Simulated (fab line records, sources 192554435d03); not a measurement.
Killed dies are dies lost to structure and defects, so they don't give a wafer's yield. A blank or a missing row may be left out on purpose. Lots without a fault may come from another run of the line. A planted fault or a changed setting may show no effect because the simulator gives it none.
A struck lot beside a sound one | flow n5_finfet | 41 steps out of a route of 1938
Sound: wafers L751.2, L751.3, L751.5. Struck: wafers L767.1, L767.6. (L767.2 of the same lot was not struck and is left out.) The cause comes at the end.
At each step with rows: each side's tool, then ch and its chambers, then its first start. Under that, the readings that differ: sound wafers | struck wafers | difference of the means | sigmas: that difference in standard deviations of wafers without a fault.
alike: readings whose means differ by less than 2 such deviations, and words and numbers that are the same on both sides. not compared: withheld readings, readings that some wafer has no value for, bounds like >300 that may hide the same value, and numbers for which the record gives no deviation and whose values overlap.
The two part at a step that has a row with sigmas, a row that says differs or no value, or rows on one side only. Numbers that don't overlap but have no deviation are shown without sigmas and don't part them. A reading that every wafer of one side lacks parts them only if that side has two wafers or more.

first, 2 steps without rows for these wafers: N5_BEOL_M2_PRECLEAN_42 (cleans in residue remover, time 60 s); N5_BEOL_M2_SRD_43 (time 30 s).
N5_BEOL_M2_CD_MEAS_35: target cd 18 nm, target cd y 22.2 nm.
  sound on cd_sem-03, day 6 23:59; struck on cd_sem-02, day 10 17:35
  alike: cd_nm
then, 5 steps without rows for these wafers: N5_BEOL_M2_DEGAS_44 (time 60 s); N5_BEOL_M2_PRE_CLEAN_45 (time 30 s); N5_BEOL_M2_ALD_84 (deposits TaN, pulse time 2 s, purge time 3 s, co reactant purge time 2 s); N5_BEOL_M2_SURFACE_TREAT_85; N5_BEOL_M2_CVD_47 (deposits Co from CCTBA/H2, target thk 3 nm, time 223.8 s).
N5_BEOL_M2_SPUTTER_48: material Cu, target thk 4.5 nm, time 8.29 s.
  sound on pvd_sputter-02, day 7 00:56; struck on pvd_sputter-02, day 10 19:51
  alike: substrate_temp_c, throttle_valve_pct
N5_BEOL_M2_ANNEAL_49: time 240 s.
  sound on pvd_sputter-02, day 7 01:01; struck on pvd_sputter-02, day 10 19:56
  alike: heater_power_w
then, 1 step without rows for these wafers: N5_BEOL_M2_SPUTTER_79 (material Cu, target thk 4.5 nm, time 8.29 s).
N5_BEOL_M2_ANNEAL_80: time 240 s.
  sound on pvd_sputter-02, day 7 01:14; struck on pvd_sputter-02, day 10 20:09
  alike: heater_power_w
N5_BEOL_M2_SPUTTER_81: material Cu, target thk 4.5 nm, time 8.29 s.
  sound on pvd_sputter-02, day 7 01:23; struck on pvd_sputter-02, day 10 20:17
  alike: substrate_temp_c, throttle_valve_pct
then, 2 steps without rows for these wafers: N5_BEOL_M2_ANNEAL_82 (time 240 s); N5_BEOL_M2_SPUTTER_86 (material Cu, target thk 4.5 nm, time 8.29 s).
N5_BEOL_M2_ANNEAL_87: time 240 s.
  sound on pvd_sputter-02, day 7 01:41; struck on pvd_sputter-02, day 10 20:35
  alike: heater_power_w
then, 13 steps without rows for these wafers: N5_BEOL_M2_SPUTTER_88 (material Cu, target thk 4.5 nm, time 8.29 s); N5_BEOL_M2_ANNEAL_89 (time 240 s); N5_BEOL_M2_SPUTTER_90 (material Cu, target thk 4.5 nm, time 8.29 s); N5_BEOL_M2_ANNEAL_91 (time 240 s); N5_BEOL_M2_SPUTTER_92 (material Cu, target thk 4.5 nm, time 8.29 s); N5_BEOL_M2_ANNEAL_93 (time 240 s); N5_BEOL_M2_SPUTTER_94 (material Cu, target thk 4.5 nm, time 8.29 s); N5_BEOL_M2_ANNEAL_95 (time 240 s); N5_BEOL_M2_SPUTTER_96 (material Cu, target thk 4.5 nm, time 8.29 s); N5_BEOL_M2_ECD_50 (material Cu, target thk 300 nm); N5_BEOL_M2_ANNEAL_51 (time 90 s); N5_BEOL_M2_CMP_52 (polishes, stops on SiOC, t overpolish 6.8 s, target thk 40 nm); N5_BEOL_M2_PRE_CLEAN_60 (time 15 s).
N5_BEOL_M2_CO_CAP_55: material Co, precursor CCTBA/H2, target thk 2 nm, time 102.1 s.
  sound on cvd_co-01 ch 1,2, day 7 03:34; struck on cvd_co-01 ch 0,2, day 10 22:38
  alike: heater_power_outer_w, heater_power_w
then, 2 steps without rows for these wafers: N5_BEOL_M2_PRE_CLEAN_56 (time 15 s); N5_BEOL_M2_DEP_57 (deposits SiCN from 3MS/NH3, target thk 8 nm, time 14 s).
N5_BEOL_M2_RS_MEAS_58: measures by four-point-probe.
  sound on film_metro-02, day 7 03:45; struck on film_metro-01, day 10 22:49
  alike: M2_RS
then, 1 step without rows for these wafers: N5_BEOL_M3_ILD_DEP_00 (deposits SiOC from DEMS/O2, target thk 79 nm, time 15.3 s).
N5_BEOL_M3_THK_MEAS_01:
  sound on film_metro-02, day 7 03:53; struck on film_metro-01, day 10 22:57
  alike: M3_ILD_THK
then, 5 steps without rows for these wafers: N5_BEOL_M3_PECVD_72 (deposits SiO2 from TEOS/O2, target thk 16 nm, time 18 s); N5_BEOL_M3_HM_DEP_02 (deposits TiN, target thk 20 nm); N5_BEOL_M3_COAT_61 (time 60 s, resist thk 60 nm); N5_BEOL_M3_COAT_62 (time 60 s, resist thk 12 nm); N5_BEOL_M3_COAT_73 (time 60 s, resist thk 5 nm).
-- the record jumps here: 6 days lie between the struck wafers' starts before and after (it left off in module BEOL_M3 and takes up again in module PASSIVATION, whose first step shown is number 1936 of the route) --
N5_PASSIVATION_PROBE_49:
  the record has rows for the struck wafers here (prober-01, day 16 16:51) and none for the sound ones

WHERE THEY PART
Only at N5_PASSIVATION_PROBE_49, within this record.

WHY: what the simulator had put in
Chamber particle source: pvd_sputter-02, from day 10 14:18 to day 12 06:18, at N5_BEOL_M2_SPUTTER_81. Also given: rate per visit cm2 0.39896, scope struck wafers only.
